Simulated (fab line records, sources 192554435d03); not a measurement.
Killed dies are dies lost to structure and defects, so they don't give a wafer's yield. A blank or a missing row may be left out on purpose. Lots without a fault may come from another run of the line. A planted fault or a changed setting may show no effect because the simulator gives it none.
Split-lot experiment | flow n5_finfet | 7 lots, 39 wafers read, on a route of 1938 steps

THE SPLIT
At N5_BEOL_M0_SAQP_PECVD_96 (deposits a-Si from SiH4/He, target thk 45 nm, time 45.2 s), the setting time_s was moved away from the recipe's 45.2 s on 12 of the 39 wafers read, by -53.5% to +38.6%. The other wafers ran this setting at the recipe's value.

FROM THE SPLIT TO THE READING: what the file shows between them, 4 steps
- N5_BEOL_M0_SAQP_PECVD_97: deposits SiNx from SiH4/NH3/N2, target thk 23 nm, time 19.9 s
- N5_BEOL_M0_SAQP_PECVD_04: deposits a-Si from SiH4/He, target thk 60 nm, time 60.2 s
- N5_BEOL_M0_SAQP_ETCH_101: etches SiNx in CH3F/O2, target depth 29.9 nm, time 42.7 s
- N5_BEOL_M0_SAQP_ETCH_102: etches SiO2 in CF4, target depth 4 nm, time 4.4 s

THE READING
oes_product_au, in a.u., at N5_BEOL_M0_SAQP_MANDREL_ETCH_103 (etches a-Si in HBr/Cl2, stops on SiCN, target depth 45 nm, bt time 10 s, time 27 s). Fault-free wafers of this fab line usually give 0.680 a.u., standard deviation 0.011 a.u..

wafer  | tool, chamber at the split | time_s as run, s | against the recipe | oes_product_au, a.u. | against lot-mates on the recipe
L082.1 | pecvd-04, 1                | 32.79            | -27.5%             | 0.572                | -0.110
L082.2 | pecvd-04, 0                | 45.2             | recipe             | 0.692                | -
L082.3 | pecvd-04, 2                | 45.2             | recipe             | 0.671                | -
L082.4 | pecvd-04, 0,1              | 32.79            | -27.5%             | 0.563                | -0.119
L082.5 | pecvd-04, 2                | 45.2             | recipe             | 0.683                | -
L082.6 | pecvd-04, 0,1              | 32.79            | -27.5%             | 0.557                | -0.125
L083.1 | pecvd-04, 2                | 45.2             | recipe             | 0.676                | -
L083.2 | pecvd-04, 1                | 45.2             | recipe             | 0.667                | -
L083.3 | pecvd-04, 0                | 45.2             | recipe             | 0.671                | -
L083.4 | pecvd-04, 1                | 45.2             | recipe             | 0.686                | -
L083.5 | pecvd-04, 0                | 45.2             | recipe             | 0.672                | -
L083.6 | pecvd-04, 2                | 45.2             | recipe             | 0.675                | -
L085.1 | pecvd-04, 0                | 62.66            | +38.6%             | 0.845                | +0.161
L085.2 | pecvd-04, 2                | 62.66            | +38.6%             | 0.817                | +0.133
L085.3 | pecvd-04, 1                | 45.2             | recipe             | 0.681                | -
L085.4 | pecvd-04, 0                | 62.66            | +38.6%             | 0.858                | +0.174
L085.5 | pecvd-04, 2                | 45.2             | recipe             | 0.676                | -
L085.6 | pecvd-04, 1                | 45.2             | recipe             | 0.696                | -
L090.3 | pecvd-04, 1                | 45.2             | recipe             | 0.681                | -
L090.5 | pecvd-04, 0,2              | 45.2             | recipe             | 0.678                | -
L090.6 | pecvd-04, 0,2              | 45.2             | recipe             | 0.692                | -
L093.1 | pecvd-02, 2,0              | 45.2             | recipe             | 0.674                | -
L093.2 | pecvd-02, 1                | 45.2             | recipe             | 0.695                | -
L093.3 | pecvd-02, 2,0              | 45.2             | recipe             | 0.696                | -
L093.4 | pecvd-02, 2,1              | 45.2             | recipe             | 0.690                | -
L093.5 | pecvd-02, 2,1              | 45.2             | recipe             | 0.676                | -
L093.6 | pecvd-02, 0                | 45.2             | recipe             | 0.683                | -
L094.1 | pecvd-04, 0                | 21.04            | -53.5%             | 0.455                | -0.233
L094.2 | pecvd-04, 1                | 21.04            | -53.5%             | 0.479                | -0.209
L094.3 | pecvd-04, 1                | 21.04            | -53.5%             | 0.472                | -0.216
L094.4 | pecvd-04, 0,1              | 45.2             | recipe             | 0.695                | -
L094.5 | pecvd-04, 0,1              | 45.2             | recipe             | 0.681                | -
L094.6 | pecvd-04, 0                | 45.2             | recipe             | 0.688                | -
L096.1 | pecvd-04, 0                | 23.72            | -47.5%             | 0.498                | -0.184
L096.2 | pecvd-04, 2                | 45.2             | recipe             | 0.676                | -
L096.3 | pecvd-04, 1                | 45.2             | recipe             | 0.673                | -
L096.4 | pecvd-04, 2                | 45.2             | recipe             | 0.697                | -
L096.5 | pecvd-04, 0                | 23.72            | -47.5%             | 0.490                | -0.192
L096.6 | pecvd-04, 1                | 23.72            | -47.5%             | 0.499                | -0.183
Where a row lists several chambers, the file gives one row for several wafers and doesn't say which wafer went through which chamber.

THE FIT
A straight line over all 39 wafers: oes_product_au changes by +0.00402 a.u. for each +1% of time_s; r = +0.99; the points scatter about the line by 0.01 a.u..
The same after taking each lot's own level away (the mean of its wafers on the recipe; 39 wafers): +0.00405 a.u. for each +1%; r = +1.00; scatter 0.0094 a.u..
On that fit, the largest move of time_s shifts the reading by 0.22 a.u..
The lots' own levels span 0.6745 to 0.6880 a.u., that is 1.2 times the standard deviation above.
So the lot-to-lot level changes the slope little: the two slopes agree.
Check: with one of the wafers moved furthest among these (-53.5%) left out of the fit, the line predicts -0.214 a.u. for it against its lot-mates. It came out at -0.233 a.u. against them.

OTHER SPLITS ON THESE WAFERS
These wafers also went through other splits before the reading. Each is held against what the fit with the lots' levels taken away leaves over:
other split on the same wafers     | wafers away from the commonest value | r with oes_product_au (lot level and that fit taken away)
N5_FIN_SAQP_HM_DEP_72 target_thk_a | 9                                    | +0.02
N5_SPACER0_ALD_07 target_thk_a     | 6                                    | +0.01
N5_HKMG_FIN_CVD_62 target_thk_a    | 15                                   | +0.12

THE WHOLE CHAIN: every reading that the file lists as answering this split, in the file's order
step                             | what it does                                                                       | reading                                                                               | change (the file's fit)                   | r (the file's)
N5_BEOL_M0_SAQP_PECVD_96         | deposits a-Si from SiH4/He, target thk 45 nm, time 45.2 s                          | a-Si_of_BEOL_M0_SAQP_PECVD_96.thk_nm (the simulator's own value, which no gauge read) | +0.45 nm for each +1% of the setting      | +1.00
N5_BEOL_M0_SAQP_MANDREL_ETCH_103 | etches a-Si in HBr/Cl2, stops on SiCN, target depth 45 nm, bt time 10 s, time 27 s | oes_product_au                                                                        | +0.00405 a.u. for each +1% of the setting | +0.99
N5_BEOL_M0_SAQP_MANDREL_ETCH_103 | etches a-Si in HBr/Cl2, stops on SiCN, target depth 45 nm, bt time 10 s, time 27 s | etch.depth_nm (the simulator's own value, which no gauge read)                        | +0.451 nm for each +1% of the setting     | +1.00

THE FILE'S OWN FIT
oes_product_au changes by +0.00405 a.u. for each +1% of time_s, r = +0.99.
